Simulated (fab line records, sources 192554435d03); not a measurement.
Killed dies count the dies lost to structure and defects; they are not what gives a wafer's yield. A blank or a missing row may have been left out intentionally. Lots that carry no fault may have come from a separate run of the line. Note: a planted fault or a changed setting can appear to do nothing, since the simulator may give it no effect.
Which tool was responsible? / flow n5-finfet / 10 lots, 28 wafers sampled, at 5 steps of a route of 1938

== WHAT THE GAUGES SHOWED, per wafer ==
N5_BEOL_M13_INSPECT_55: inspects for defects (darkfield).
lot=L418; measured=day 10 22:46; on=defect-inspect-01; raw-defect-count=71 51 59
lot=L421; measured=day 12 05:38; on=defect-inspect-02; raw-defect-count=93 85 79
lot=L427; measured=day 14 01:59; on=defect-inspect-01; raw-defect-count=72 68 41
lot=L431; measured=day 14 10:30; on=defect-inspect-02; raw-defect-count=72 88
lot=L430; measured=day 14 17:19; on=defect-inspect-02; raw-defect-count=66 45
lot=L435; measured=day 15 09:40; on=defect-inspect-01; raw-defect-count=74 66 93
lot=L433; measured=day 15 16:21; on=defect-inspect-01; raw-defect-count=74 100 93
lot=L436; measured=day 15 22:53; on=defect-inspect-02; raw-defect-count=88 75 34
lot=L438; measured=day 16 10:10; on=defect-inspect-01; raw-defect-count=53 62 61
lot=L441; measured=day 17 09:22; on=defect-inspect-01; raw-defect-count=96 90 57

N5_BEOL_M14_THK_MEAS_01.
lot=L418; measured=day 10 23:00; on=film-metro-01; M14_ILD_THK (nm)=1117 1113 1137
lot=L421; measured=day 12 05:52; on=film-metro-02; M14_ILD_THK (nm)=1154 1148 1133
lot=L427; measured=day 14 02:13; on=film-metro-02; M14_ILD_THK (nm)=1129 1528 1529
lot=L431; measured=day 14 10:43; on=film-metro-02; M14_ILD_THK (nm)=1132 1523
lot=L430; measured=day 14 17:32; on=film-metro-02; M14_ILD_THK (nm)=1149 1523
lot=L435; measured=day 15 09:53; on=film-metro-02; M14_ILD_THK (nm)=1120 1137 1135
lot=L433; measured=day 15 16:35; on=film-metro-01; M14_ILD_THK (nm)=1120 1115 1145
lot=L436; measured=day 15 23:07; on=film-metro-01; M14_ILD_THK (nm)=1122 1139 1134
lot=L438; measured=day 16 10:23; on=film-metro-01; M14_ILD_THK (nm)=1128 1149 1148
lot=L441; measured=day 17 09:36; on=film-metro-01; M14_ILD_THK (nm)=1124 1133 1125

== TOOL THAT RAN EACH LOT (tool first, then ch and the chambers of the sampled wafers, then the start) ==
lot=L418; N5_BEOL_M13_ETCH_67=rie-diel-06 ch 0,2,3, day 10 20:18; N5_BEOL_M13_DEGAS_41=pvd-sputter-01, day 10 21:22; N5_BEOL_M14_ILD_DEP_00=pecvd-01 ch 0,1, day 10 22:49
lot=L421; N5_BEOL_M13_ETCH_67=rie-diel-04 ch 1,2,3, day 12 01:48; N5_BEOL_M13_DEGAS_41=pvd-sputter-03, day 12 04:22; N5_BEOL_M14_ILD_DEP_00=pecvd-01 ch 0,1,2, day 12 05:45
lot=L427; N5_BEOL_M13_ETCH_67=rie-diel-04 ch 0,2,3, day 13 19:10; N5_BEOL_M13_DEGAS_41=pvd-sputter-01, day 13 23:42; N5_BEOL_M14_ILD_DEP_00=pecvd-01 ch 1,2, day 14 02:01
lot=L431; N5_BEOL_M13_ETCH_67=rie-diel-04 ch 3, day 14 05:49; N5_BEOL_M13_DEGAS_41=pvd-sputter-03, day 14 08:51; N5_BEOL_M14_ILD_DEP_00=pecvd-01 ch 0,2, day 14 10:32
lot=L430; N5_BEOL_M13_ETCH_67=rie-diel-03 ch 2,3, day 14 11:41; N5_BEOL_M13_DEGAS_41=pvd-sputter-03, day 14 16:03; N5_BEOL_M14_ILD_DEP_00=pecvd-01 ch 0,1, day 14 17:26
lot=L435; N5_BEOL_M13_ETCH_67=rie-diel-06 ch 0,2, day 15 07:11; N5_BEOL_M13_DEGAS_41=pvd-sputter-02, day 15 08:23; N5_BEOL_M14_ILD_DEP_00=pecvd-04 ch 0,1,2, day 15 09:41
lot=L433; N5_BEOL_M13_ETCH_67=rie-diel-03 ch 1,2, day 15 12:12; N5_BEOL_M13_DEGAS_41=pvd-sputter-02, day 15 14:19; N5_BEOL_M14_ILD_DEP_00=pecvd-04 ch 0,1,2, day 15 16:23
lot=L436; N5_BEOL_M13_ETCH_67=rie-diel-03 ch 0,2, day 15 18:04; N5_BEOL_M13_DEGAS_41=pvd-sputter-02, day 15 21:28; N5_BEOL_M14_ILD_DEP_00=pecvd-02 ch 0,1,2, day 15 22:55
lot=L438; N5_BEOL_M13_ETCH_67=rie-diel-03 ch 2,3, day 16 07:32; N5_BEOL_M13_DEGAS_41=pvd-sputter-03, day 16 08:39; N5_BEOL_M14_ILD_DEP_00=pecvd-02 ch 0,2, day 16 10:12
lot=L441; N5_BEOL_M13_ETCH_67=rie-diel-06 ch 1,2,3, day 17 06:02; N5_BEOL_M13_DEGAS_41=pvd-sputter-03, day 17 07:58; N5_BEOL_M14_ILD_DEP_00=pecvd-02 ch 0,1,2, day 17 09:25
- N5_BEOL_M13_ETCH_67: etches SiARC in CF4, target depth 143 nm, time 238.3 s.
- N5_BEOL_M13_DEGAS_41: time 60 s.
- N5_BEOL_M14_ILD_DEP_00: deposits SiO2 from TEOS/O2, target thk 1119.3 nm, time 237.4 s.

== WHAT THE TOOLS THEMSELVES READ (means of the sampled wafers that have a number; where no wafer has one, the mark that the record gives instead) ==
N5_BEOL_M13_ETCH_67.
lot=L418; tool=rie-diel-06; drypump-motor-current-A (A)=5.6; etch-rf-on-time-s (s)=235.5; oes-product-au (a.u.)=0.68; rf-fwd-power-W (W)=543.3; rf-vpp-V (V)=184.6; showerhead-plenum-p-Torr (Torr)=2.18; throttle-valve-pct (%)=15.6
lot=L421; tool=rie-diel-04; drypump-motor-current-A (A)=5.5; etch-rf-on-time-s (s)=239.6; oes-product-au (a.u.)=0.63; rf-fwd-power-W (W)=543.1; rf-vpp-V (V)=184.1; showerhead-plenum-p-Torr (Torr)=2.14; throttle-valve-pct (%)=15.7
lot=L427; tool=rie-diel-04; drypump-motor-current-A (A)=5.8; etch-rf-on-time-s (s)=235.8; oes-product-au (a.u.)=0.68; rf-fwd-power-W (W)=542.6; rf-vpp-V (V)=184.1; showerhead-plenum-p-Torr (Torr)=2.10; throttle-valve-pct (%)=15.7
lot=L431; tool=rie-diel-04; drypump-motor-current-A (A)=5.5; etch-rf-on-time-s (s)=240.4; oes-product-au (a.u.)=0.64; rf-fwd-power-W (W)=541.9; rf-vpp-V (V)=184.4; showerhead-plenum-p-Torr (Torr)=2.14; throttle-valve-pct (%)=15.6
lot=L430; tool=rie-diel-03; drypump-motor-current-A (A)=6.3; etch-rf-on-time-s (s)=238.0; oes-product-au (a.u.)=0.67; rf-fwd-power-W (W)=543.9; rf-vpp-V (V)=182.9; showerhead-plenum-p-Torr (Torr)=2.16; throttle-valve-pct (%)=15.6
lot=L435; tool=rie-diel-06; drypump-motor-current-A (A)=5.4; etch-rf-on-time-s (s)=236.7; oes-product-au (a.u.)=0.69; rf-fwd-power-W (W)=542.2; rf-vpp-V (V)=184.0; showerhead-plenum-p-Torr (Torr)=2.16; throttle-valve-pct (%)=15.7
lot=L433; tool=rie-diel-03; drypump-motor-current-A (A)=6.2; etch-rf-on-time-s (s)=238.3; oes-product-au (a.u.)=0.68; rf-fwd-power-W (W)=544.6; rf-vpp-V (V)=184.2; showerhead-plenum-p-Torr (Torr)=2.13; throttle-valve-pct (%)=15.6
lot=L436; tool=rie-diel-03; drypump-motor-current-A (A)=5.9; etch-rf-on-time-s (s)=237.8; oes-product-au (a.u.)=0.71; rf-fwd-power-W (W)=542.1; rf-vpp-V (V)=182.9; showerhead-plenum-p-Torr (Torr)=2.08; throttle-valve-pct (%)=15.2
lot=L438; tool=rie-diel-03; drypump-motor-current-A (A)=6.3; etch-rf-on-time-s (s)=236.3; oes-product-au (a.u.)=0.65; rf-fwd-power-W (W)=544.4; rf-vpp-V (V)=185.0; showerhead-plenum-p-Torr (Torr)=2.17; throttle-valve-pct (%)=15.6
lot=L441; tool=rie-diel-06; drypump-motor-current-A (A)=5.6; etch-rf-on-time-s (s)=235.6; oes-product-au (a.u.)=0.72; rf-fwd-power-W (W)=542.2; rf-vpp-V (V)=184.7; showerhead-plenum-p-Torr (Torr)=2.14; throttle-valve-pct (%)=15.6

N5_BEOL_M13_DEGAS_41.
lot=L418; tool=pvd-sputter-01; heater-power-w (W)=313
lot=L421; tool=pvd-sputter-03; heater-power-w (W)=337
lot=L427; tool=pvd-sputter-01; heater-power-w (W)=310
lot=L431; tool=pvd-sputter-03; heater-power-w (W)=340
lot=L430; tool=pvd-sputter-03; heater-power-w (W)=323
lot=L435; tool=pvd-sputter-02; heater-power-w (W)=341
lot=L433; tool=pvd-sputter-02; heater-power-w (W)=319
lot=L436; tool=pvd-sputter-02; heater-power-w (W)=322
lot=L438; tool=pvd-sputter-03; heater-power-w (W)=321
lot=L441; tool=pvd-sputter-03; heater-power-w (W)=359

N5_BEOL_M14_ILD_DEP_00.
lot=L418; tool=pecvd-01; heater-power-outer-w (W)=274; heater-power-w (W)=511; rf-fwd-power-W (W)=898.0; run-length-s (s)=280.8; showerhead-plenum-p-Torr (Torr)=8.31; throttle-valve-pct (%)=19.0
lot=L421; tool=pecvd-01; heater-power-outer-w (W)=314; heater-power-w (W)=588; rf-fwd-power-W (W)=897.8; run-length-s (s)=280.4; showerhead-plenum-p-Torr (Torr)=8.33; throttle-valve-pct (%)=18.9
lot=L427; tool=pecvd-01; heater-power-outer-w (W)=257; heater-power-w (W)=508; rf-fwd-power-W (W)=898.9; run-length-s (s)=334.8; showerhead-plenum-p-Torr (Torr)=8.31; throttle-valve-pct (%)=18.2
lot=L431; tool=pecvd-01; heater-power-outer-w (W)=258; heater-power-w (W)=524; rf-fwd-power-W (W)=897.0; run-length-s (s)=321.6; showerhead-plenum-p-Torr (Torr)=8.35; throttle-valve-pct (%)=19.2
lot=L430; tool=pecvd-01; heater-power-outer-w (W)=291; heater-power-w (W)=542; rf-fwd-power-W (W)=898.7; run-length-s (s)=321.8; showerhead-plenum-p-Torr (Torr)=8.32; throttle-valve-pct (%)=19.1
lot=L435; tool=pecvd-04; heater-power-outer-w (W)=318; heater-power-w (W)=563; rf-fwd-power-W (W)=898.1; run-length-s (s)=280.8; showerhead-plenum-p-Torr (Torr)=8.37; throttle-valve-pct (%)=18.6
lot=L433; tool=pecvd-04; heater-power-outer-w (W)=322; heater-power-w (W)=577; rf-fwd-power-W (W)=896.3; run-length-s (s)=280.5; showerhead-plenum-p-Torr (Torr)=8.35; throttle-valve-pct (%)=18.7
lot=L436; tool=pecvd-02; heater-power-outer-w (W)=316; heater-power-w (W)=621; rf-fwd-power-W (W)=899.1; run-length-s (s)=280.0; showerhead-plenum-p-Torr (Torr)=8.31; throttle-valve-pct (%)=18.7
lot=L438; tool=pecvd-02; heater-power-outer-w (W)=253; heater-power-w (W)=532; rf-fwd-power-W (W)=901.0; run-length-s (s)=280.4; showerhead-plenum-p-Torr (Torr)=8.32; throttle-valve-pct (%)=18.7
lot=L441; tool=pecvd-02; heater-power-outer-w (W)=340; heater-power-w (W)=639; rf-fwd-power-W (W)=900.2; run-length-s (s)=280.0; showerhead-plenum-p-Torr (Torr)=8.32; throttle-valve-pct (%)=18.7

== THE ANSWER, worked out from the rows above alone ==
Rule: the lots themselves supply what counts as usual. Put in order of their means at a reading, lots are off if they are a third of the lots or fewer, leave a main group of 4 or more, and stand apart from it by a gap of 3 or more times the standard deviation of the main group's means; of several such gaps the widest counts. If all means in a main group match to the digits the tables above print for the reading, that group is not used. Also off: a lot with no number at a reading for which 4 or more lots have one. Where the step has rows for the other lots, those lots are counted as sound. The gauges are gone through in route order, then the tools' own readings, and for those a lot's mean is taken as printed above. The first step at which some lot is off is used, and at that step the reading that is off furthest; a lot without a number counts as furthest.
Off: L427, L431, L430, at N5_BEOL_M14_THK_MEAS_01 (M14_ILD_THK). The main group has a mean of 1132 nm with a standard deviation of 7.6.
A tool fits if, at a process step before that reading, it ran every lot that is off, and no sound lot after the first of them. The gauges at N5_BEOL_M14_THK_MEAS_01 aren't tried: what is off there is off at N5_BEOL_M14_ILD_DEP_00 too, on other tools, and a gauge's error can't cause that. One fits: pecvd-01 at N5_BEOL_M14_ILD_DEP_00. Its last sound lot is L421 (day 12 05:45), its first lot that is off L427 (day 14 02:01): a fault that began between those two fits.
The tool's own readings at N5_BEOL_M14_ILD_DEP_00 bear it out: on the lots that are off they differ by more than 5 times the standard deviation of the sound lots' means. run-length-s reads 326.1 s there against 280.4 s on the sound lots.

== WHAT THE SIMULATOR HAD PUT IN ==
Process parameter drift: pecvd-01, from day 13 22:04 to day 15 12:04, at N5_BEOL_M14_ILD_DEP_00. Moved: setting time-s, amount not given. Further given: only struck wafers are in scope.
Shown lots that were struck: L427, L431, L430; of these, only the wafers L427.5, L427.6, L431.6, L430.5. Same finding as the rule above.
